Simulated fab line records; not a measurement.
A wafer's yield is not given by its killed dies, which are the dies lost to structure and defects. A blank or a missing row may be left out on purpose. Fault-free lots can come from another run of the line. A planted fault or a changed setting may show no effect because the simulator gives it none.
Matching of chambers -- flow nand-harc -- NHARC_A_SGD_CUT_DEP_00 on pecvd-02 has 3 sister chambers
The step deposits SiNx, target thk 50 nm. 16 wafers are shown with their chamber, then 8 later ones without.

## WAFERS WITH THEIR CHAMBER
wafer,chamber,heater-power-w (W)
L074.2,0,891
L074.3,2,748
L074.6,2,742
L075.1,2,808
L075.4,0,902
L075.5,1,763
L082.1,0,832
L082.2,1,694
L082.4,2,713
L081.2,1,731
L081.5,1,733
L081.6,2,743
L089.1,1,746
L089.2,0,874
L089.3,2,814
L091.1,1,718

SIGNATURES, as means of the wafers listed above
reading,chamber 0,chamber 1,chamber 2,scatter within a chamber
heater-power-w,874.75,730.83,761.33,32.6
Rule: for each reading, subtract the chamber's mean from the wafer's reading, divide by that reading's scatter and square the result; add these up over the readings and take the root, which gives the wafer's distance from the chamber. The wafer belongs to the nearest chamber; if the next one is less than 2 further off, it can't be placed. The scatter: take each reading less its chamber's mean, square it, sum over the shown wafers, divide by the number of wafers less the number of chambers, and take the root.

## WAFERS WITHOUT THEIR CHAMBER
wafer,heater-power-w (W)
L091.2,809
L091.5,735
L091.3,974
L091.4,985
L091.6,803
L095.1,903
L095.2,698
L095.5,690

## WHICH CHAMBER EACH WENT THROUGH
wafer,from the rows above,in truth
L091.2,can't be placed: 2 or 0 or 1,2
L091.5,can't be placed: 1 or 2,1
L091.3,0,0
L091.4,0,0
L091.6,can't be placed: 2 or 0 or 1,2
L095.1,0,0
L095.2,can't be placed: 1 or 2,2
L095.5,can't be placed: 1 or 2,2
Correct placement for 3 of the 8. Can't be placed from these rows: 5 (the true chamber is among the candidates in 5). Placed wrongly: 0.
